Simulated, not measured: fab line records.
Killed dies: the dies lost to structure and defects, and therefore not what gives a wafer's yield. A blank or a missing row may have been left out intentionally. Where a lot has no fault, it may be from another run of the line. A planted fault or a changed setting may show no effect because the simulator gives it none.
fab line records	flow nandHarc
record: lots: 11	wafers: 33	lastDay: 24
route steps=1159 shown P_ZERO_WELL@14 P_STI@88
lots with no fault: from the same line, run without faults
startH: hours from the record's first day to the start of the lot's first wafer shown	waitH: hours from the lot's prior step to this one	" identical to the entry in the row above	L1.1+2: several wafers, shown together as one row	- no value, or no start was given	* or withheld: withheld	< > ~ a bound
route shown NAME@n: names a module that has steps shown in the file, with the first one's number in the route	usual: mean/standard deviation of fault-free wafers	same: alike in all rows	chamber/n: place in a boat	sites: per-site readings	_std_site: the standard deviation of these	_edge_site: the outer-site mean with the inner-site mean subtracted	radiusMm: for every site, how far away it sits from the centre of the wafer	mask NAME#n: copy n	behind: the tool/chamber that last shaped the wafer	hold: what put the lot on hold/how long, in hours/how the hold closed	device: whichever transistor did not switch (one of n, p or np)	end of line: tests of these same wafers at the route's end	for a step that has no rows: nothing shown but its recipe	killed: dies lost to structure and defects at the first sort, not the wafer's yield	map: shows each die of a wafer: x if killed, . if not, _ if none is there
set.NAME: the setting the step ran with; set.NAME@STEP: the setting that earlier step ran with	model.NAME: the simulator's own value behind a step, which no gauge read
route steps across a sampled set of lots; one table per step, one row per wafer
services: the hour from which a tool's chamber was out of use, counted from the record's first day as startH (under 0 if before that day), plus the number of hours and why
== steps ==
step: NHARC_P_ZERO_WELL_CD_MEAS_11
recipe: targetCdNm: 500	landingEnergyEv: 500
usual: cdNm: 501.6/1.8
lot.wafer	tool	chamber	startH	waitH	cdNm
L609.1	cdSem-01	0	13.25	-	503.1
L609.4	"	0	"	"	501.0
L609.6	"	0	"	"	501.6
L610.1	cdSem-03	0	19.24	-	501.7
L610.2	"	0	"	"	499.4
L610.4	"	0	"	"	503.4
L611.1	cdSem-01	0	25.12	-	505.0
L611.3	"	0	"	"	501.9
L611.5	"	0	"	"	502.7
L612.3	cdSem-01	0	31.25	-	502.9
L612.5	"	0	"	"	505.2
L612.6	"	0	"	"	501.2
L613.2	cdSem-03	0	37.32	-	499.9
L613.4	"	0	"	"	500.6
L613.5	"	0	"	"	499.0
L616.2	cdSem-03	0	55.11	-	503.5
L616.3	"	0	"	"	503.0
L616.5	"	0	"	"	499.9
L617.1	cdSem-01	0	61.11	-	499.0
L617.4	"	0	"	"	502.4
L617.5	"	0	"	"	500.6
L619.2	cdSem-01	0	73.13	-	502.2
L619.4	"	0	"	"	500.4
L619.6	"	0	"	"	500.5
L622.1	cdSem-01	0	91.11	-	499.0
L622.2	"	0	"	"	502.7
L622.4	"	0	"	"	500.7
L631.3	cdSem-03	0	145.18	-	501.0
L631.5	"	0	"	"	500.8
L631.6	"	0	"	"	501.9
L632.1	cdSem-03	0	151.25	-	500.7
L632.2	"	0	"	"	501.7
L632.4	"	0	"	"	500.3
step: NHARC_P_ZERO_WELL_EXPOSE_21
recipe: na: 0.6	targetCdNm: 720	doseMj: 22.31	maskId: P_NWELL
usual: reticleTempC: 23.02/0.13	stageVelMmS: 500.02/0.22
lot.wafer	tool	chamber	startH	waitH	mask	reticleTempC	stageVelMmS
L609.1	krfScanner-03	0	14.44	-	P_NWELL#0	23.00	499.55
L609.4	"	0	"	"	P_NWELL#0	22.75	499.71
L609.6	"	0	"	"	P_NWELL#0	23.08	499.80
L610.1	krfScanner-01	0	20.43	-	P_NWELL#0	23.21	499.86
L610.2	"	0	"	"	P_NWELL#0	23.01	500.11
L610.4	"	0	"	"	P_NWELL#0	23.09	500.24
L611.1	krfScanner-04	0	26.31	-	P_NWELL#0	23.23	500.08
L611.3	"	0	"	"	P_NWELL#0	23.14	500.02
L611.5	"	0	"	"	P_NWELL#0	23.14	500.35
L612.3	krfScanner-01	0	32.44	-	P_NWELL#0	23.03	500.03
L612.5	"	0	"	"	P_NWELL#0	23.11	500.23
L612.6	"	0	"	"	P_NWELL#0	22.99	500.10
L613.2	krfScanner-04	0	38.51	-	P_NWELL#0	23.05	500.13
L613.4	"	0	"	"	P_NWELL#0	23.16	500.04
L613.5	"	0	"	"	P_NWELL#0	23.15	499.72
L616.2	krfScanner-03	0	56.31	-	P_NWELL#0	22.90	500.18
L616.3	"	0	"	"	P_NWELL#0	23.04	500.13
L616.5	"	0	"	"	P_NWELL#0	23.00	500.33
L617.1	krfScanner-03	0	62.18	-	P_NWELL#0	23.02	499.93
L617.4	"	0	"	"	P_NWELL#0	22.81	499.71
L617.5	"	0	"	"	P_NWELL#0	23.08	500.12
L619.2	krfScanner-03	0	74.32	-	P_NWELL#0	23.04	499.74
L619.4	"	0	"	"	P_NWELL#0	23.00	499.96
L619.6	"	0	"	"	P_NWELL#0	22.99	500.05
L622.1	krfScanner-01	0	92.29	-	P_NWELL_R1#0	23.04	499.85
L622.2	"	0	"	"	P_NWELL_R1#0	23.17	499.73
L622.4	"	0	"	"	P_NWELL_R1#0	23.12	500.52
L631.3	krfScanner-01	0	146.47	-	P_NWELL#0	23.05	500.12
L631.5	"	0	"	"	P_NWELL#0	23.00	499.96
L631.6	"	0	"	"	P_NWELL#0	23.13	499.98
L632.1	krfScanner-03	0	152.43	-	P_NWELL#0	23.13	500.01
L632.2	"	0	"	"	P_NWELL#0	23.08	500.18
L632.4	"	0	"	"	P_NWELL#0	23.09	499.79
step: NHARC_P_ZERO_WELL_CD_MEAS_24
recipe: targetCdNm: 720	landingEnergyEv: 500
usual: cdNm: 720.3/2
lot.wafer	tool	chamber	startH	waitH	cdNm
L609.1	cdSem-02	0	14.59	-	718.8
L609.4	"	0	"	"	720.1
L609.6	"	0	"	"	720.1
L610.1	cdSem-01	0	20.59	-	720.9
L610.2	"	0	"	"	722.2
L610.4	"	0	"	"	718.9
L611.1	cdSem-01	0	26.46	-	722.5
L611.3	"	0	"	"	723.5
L611.5	"	0	"	"	717.5
L612.3	cdSem-03	0	32.59	-	718.1
L612.5	"	0	"	"	718.3
L612.6	"	0	"	"	721.3
L613.2	cdSem-01	0	38.66	-	720.4
L613.4	"	0	"	"	721.7
L613.5	"	0	"	"	719.9
L616.2	cdSem-03	0	56.47	-	717.8
L616.3	"	0	"	"	720.8
L616.5	"	0	"	"	721.1
L617.1	cdSem-01	0	62.34	-	720.4
L617.4	"	0	"	"	721.0
L617.5	"	0	"	"	717.0
L619.2	cdSem-03	0	74.47	-	720.1
L619.4	"	0	"	"	719.6
L619.6	"	0	"	"	719.5
L622.1	cdSem-01	0	92.45	-	707.5
L622.2	"	0	"	"	710.3
L622.4	"	0	"	"	709.5
L631.3	cdSem-02	0	146.62	-	721.4
L631.5	"	0	"	"	720.0
L631.6	"	0	"	"	718.9
L632.1	cdSem-01	0	152.60	-	720.7
L632.2	"	0	"	"	723.6
L632.4	"	0	"	"	724.4
step: NHARC_P_ZERO_WELL_DESCUM_26
recipe: timeS: 3	o2FlowSccm: 200	arFlowSccm: 0	biasPowerW: 0	chemistry: O2
usual: drypumpMotorCurrentA: 5.7/0.37	oesProductAu: 1.003/0.01	rfVppV: 57.7/0.75	showerheadPlenumPTorr: 1.90/0.073	throttleValvePct: 11.310/0.0091
same: timeS: 3
lot.wafer	tool	chamber	startH	waitH	drypumpMotorCurrentA	oesProductAu	rfHoursCounterH	rfVppV	showerheadPlenumPTorr	throttleValvePct
L609.1	rieDiel-05	2	14.77	-	5.8	0.997	2.0	57.4	1.87	11.299
L609.4	"	3	"	"	5.9	0.991	1.6	58.3	1.85	11.312
L609.6	"	2	"	"	5.8	0.997	-	57.3	1.87	11.316
L610.4	rieDiel-07	1	20.76	-	6.0	1.014	5.8	57.8	1.82	11.324
L610.1	"	2	"	"	5.2	1.012	7.5	57.9	1.85	11.314
L610.2	"	3	"	"	5.0	0.999	5.7	57.5	1.94	11.330
L611.1	rieDiel-03	3	26.62	-	5.5	1.022	11.2	58.0	2.04	11.303
L611.3	"	2	"	"	6.0	1.002	11.9	58.1	1.84	11.302
L611.5	"	3	"	"	5.5	1.026	-	58.5	2.04	11.309
L612.3	rieDiel-05	2	32.76	-	5.8	1.000	3.5	57.8	1.87	11.308
L612.6	"	1	"	"	5.1	1.013	-	56.6	1.80	11.313
L612.5	"	2	"	"	5.8	1.000	-	56.9	1.87	11.314
L613.2	rieDiel-05	2	38.83	-	5.8	1.004	4.1	57.6	1.87	11.307
L613.4	"	0	"	"	5.4	0.979	3.4	56.4	1.94	11.308
L613.5	"	2	"	"	5.8	1.018	-	57.5	1.87	11.316
L616.2	rieDiel-05	2	56.62	-	5.8	0.989	4.8	57.3	1.87	11.315
L616.3	"	1	"	"	5.1	1.011	4.5	58.4	1.80	11.310
L616.5	"	2	"	"	5.8	0.993	-	57.5	1.87	11.308
L617.4	rieDiel-03	3	62.53	-	5.5	1.013	0.8	59.0	2.04	11.297
L617.1	"	0	"	"	5.9	0.996	0.7	58.0	1.90	11.301
L617.5	"	2	"	"	6.0	0.999	-	57.3	1.84	11.324
L619.2	rieDiel-05	0	74.65	-	5.4	0.985	6.2	59.2	1.94	11.307
L619.4	"	1	"	"	5.0	1.012	6.4	58.5	1.80	11.315
L619.6	"	3	"	"	5.9	1.011	-	57.5	1.85	11.311
L622.1	rieDiel-03	2	92.61	-	6.0	1.010	2.8	57.5	1.84	11.320
L622.2	"	0	"	"	5.9	0.999	2.5	57.9	1.90	11.315
L622.4	"	1	"	"	6.1	1.002	2.2	58.3	1.98	11.302
L631.3	rieDiel-07	2	146.82	-	5.2	0.997	6.4	56.9	1.85	11.310
L631.6	"	3	"	"	5.0	1.013	-	58.0	1.94	11.315
L631.5	"	0	"	"	6.0	0.993	-	57.9	1.88	11.312
L632.2	rieDiel-07	3	152.76	-	5.1	1.004	5.6	58.9	1.94	11.317
L632.1	"	1	"	"	6.0	1.005	6.6	57.7	1.82	11.313
L632.4	"	2	"	"	5.2	0.992	6.5	57.0	1.85	11.311
step: NHARC_P_STI_ETCH_42
recipe: targetDepthA: 800	overetchA: 240	timeS: 61	ionEnergyEv: 200	n2FlowSccm: 150	h2FlowSccm: 150	arFlowSccm: 0	rfW: 400	biasW: 150	chemistry: N2/H2
usual: biasW: 150.0/0.43	drypumpMotorCurrentA: 5.8/0.36	n2FlowSccm: 150.1/0.42	oesProductAu: 1.003/0.0081	rfVppV: 430.8/2.8	showerheadPlenumPTorr: 2.05/0.098	throttleValvePct: 14.172/0.009
same: timeS: 61
lot.wafer	tool	chamber	startH	waitH	biasW	drypumpMotorCurrentA	n2FlowSccm	oesProductAu	rfHoursCounterH	rfVppV	showerheadPlenumPTorr	throttleValvePct
L609.1	rieDiel-08	0	36.12	0.1	150.2	5.5	150.2	0.994	5.3	428.2	1.96	14.191
L609.4	"	1	"	"	149.6	5.6	150.3	1.006	5.7	431.7	2.10	14.173
L609.6	"	0	"	"	150.0	5.5	150.4	0.992	-	427.6	1.96	14.167
L610.4	rieDiel-08	2	45.72	0.1	150.3	5.5	150.3	0.992	5.7	433.4	2.20	14.172
L610.1	"	3	"	"	150.2	5.8	150.1	1.009	3.1	426.3	1.91	14.187
L610.2	"	0	"	"	150.5	5.5	151.1	0.995	5.6	427.9	1.96	14.180
L611.1	rieDiel-02	1	45.73	0.1	149.9	6.4	149.3	1.012	1.6	430.0	2.03	14.168
L611.3	"	0	"	"	149.6	5.8	149.9	1.002	-	429.2	1.99	14.184
L611.5	"	1	"	"	149.8	6.4	149.7	1.007	-	430.9	2.03	14.173
L613.4	rieDiel-13	0	56.13	0.1	149.3	5.6	150.4	0.994	4.0	427.5	1.95	14.180
L613.2	"	1	"	"	150.8	6.5	150.0	1.002	4.8	429.3	2.05	14.168
L613.5	"	1	"	"	149.7	6.5	150.0	1.000	-	430.9	2.05	14.166
L612.3	rieDiel-08	0	56.30	0.1	149.6	5.5	150.7	0.992	6.5	427.1	1.96	14.169
L612.6	"	1	"	"	150.0	5.6	149.7	0.991	-	433.2	2.10	14.177
L612.5	"	2	"	"	149.9	5.6	150.5	0.990	-	435.3	2.20	14.154
L616.3	rieDiel-08	0	74.61	0.1	150.3	5.5	149.9	1.007	7.0	429.1	1.96	14.176
L616.2	"	3	"	"	150.1	5.8	151.0	1.010	4.5	428.1	1.91	14.167
L616.5	"	0	"	"	150.7	5.5	149.8	1.001	-	427.9	1.96	14.166
L617.1	rieDiel-08	2	87.01	0.1	150.2	5.6	149.7	0.996	8.0	434.3	2.20	14.179
L617.4	"	3	"	"	150.5	5.8	150.7	1.010	5.3	428.8	1.91	14.181
L617.5	"	2	"	"	149.4	5.6	150.7	0.996	-	433.3	2.20	14.173
L619.4	rieDiel-08	0	95.21	0.1	150.1	5.5	150.3	0.994	8.5	427.7	1.96	14.181
L619.2	"	2	"	"	149.9	5.6	150.4	0.989	8.6	433.6	2.20	14.173
L619.6	"	0	"	"	150.8	5.5	149.7	0.990	-	428.5	1.96	14.156
L622.1	rieDiel-13	1	113.66	0.1	149.8	6.5	150.0	1.001	0.1	431.8	2.05	14.172
L622.4	"	2	"	"	149.0	5.7	150.2	1.004	0.1	435.6	2.19	14.171
L622.2	"	0	"	"	150.4	5.6	149.5	1.002	0.1	428.8	1.95	14.167
L631.3	rieDiel-08	1	167.28	0.1	149.4	5.6	150.5	1.001	2.3	431.6	2.09	14.182
L631.6	"	3	"	"	149.7	5.8	150.0	1.007	-	426.1	1.91	14.164
L631.5	"	0	"	"	150.3	5.5	149.7	0.997	-	427.2	1.96	14.165
L632.4	rieDiel-02	0	174.76	0.1	149.4	5.8	150.6	1.004	0.3	430.8	1.99	14.173
L632.2	"	1	"	"	150.3	6.4	150.4	1.021	0.3	431.8	2.02	14.173
L632.1	"	2	"	"	149.9	5.1	150.0	0.994	0.3	435.1	2.18	14.181
== services ==
tool	chamber	startH	hours	kind
rieDiel-13	3	-8.44	16.7	repair
rieDiel-07	3	-5.36	7.8	repair
krfScanner-03	-	-4.00	4.0	pm
rieDiel-07	1	-0.25	15.4	repair
rieDiel-08	1	0.12	5.5	repair
rieDiel-08	-	8.27	1.2	repair
rieDiel-08	3	13.86	17.2	repair
rieDiel-13	0	18.00	8.1	repair
krfScanner-03	-	19.74	0.1	repair
krfScanner-03	-	29.61	2.2	repair
rieDiel-03	-	38.30	9.0	pm
rieDiel-02	2	39.33	6.9	repair
rieDiel-02	3	41.41	8.0	repair
rieDiel-07	-	51.20	9.0	pm
rieDiel-13	-	57.43	0.4	repair
krfScanner-01	-	67.03	20.0	repair
krfScanner-01	-	87.06	4.0	pm
krfScanner-01	-	103.81	1.0	repair
rieDiel-08	-	124.80	9.0	pm
krfScanner-01	-	127.72	4.4	repair
krfScanner-01	-	134.09	2.3	repair
rieDiel-03	2	134.41	12.3	repair
rieDiel-05	-	163.60	9.0	pm
krfScanner-03	-	168.00	4.0	pm
== key ==
firstSign: step: NHARC_P_ZERO_WELL_EXPOSE_21	reading: mask	direction: changed
effect: step: NHARC_P_ZERO_WELL_CD_MEAS_24	reading: cdNm	direction: down	sigmas: 5.8	usual: 720.3	struck: 709.1
metAt NHARC_P_ZERO_WELL_EXPOSE_21
struckLots L622
testerLeftOut L622
notActingAt NHARC_P_ZERO_WELL_CD_MEAS_11,NHARC_P_ZERO_WELL_DESCUM_26,NHARC_P_STI_ETCH_42
onsetBetween 32.44 92.29
fault: kind: wrongMask	tool: any	chamber: -	onsetH: 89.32	steps: NHARC_P_ZERO_WELL_EXPOSE_21	auxCopy: P_NWELL_R1#0	cdOffsetNm: -11.255	scope: struckLotsOnly
testerLeftOut: of these lots the tester's yield and bins aren't shown, on N5 and GAA mostly nor the transistor test; their killed dies are dies lost to structure and defects alone, not to doping, threshold or leakage, so they don't give the yield
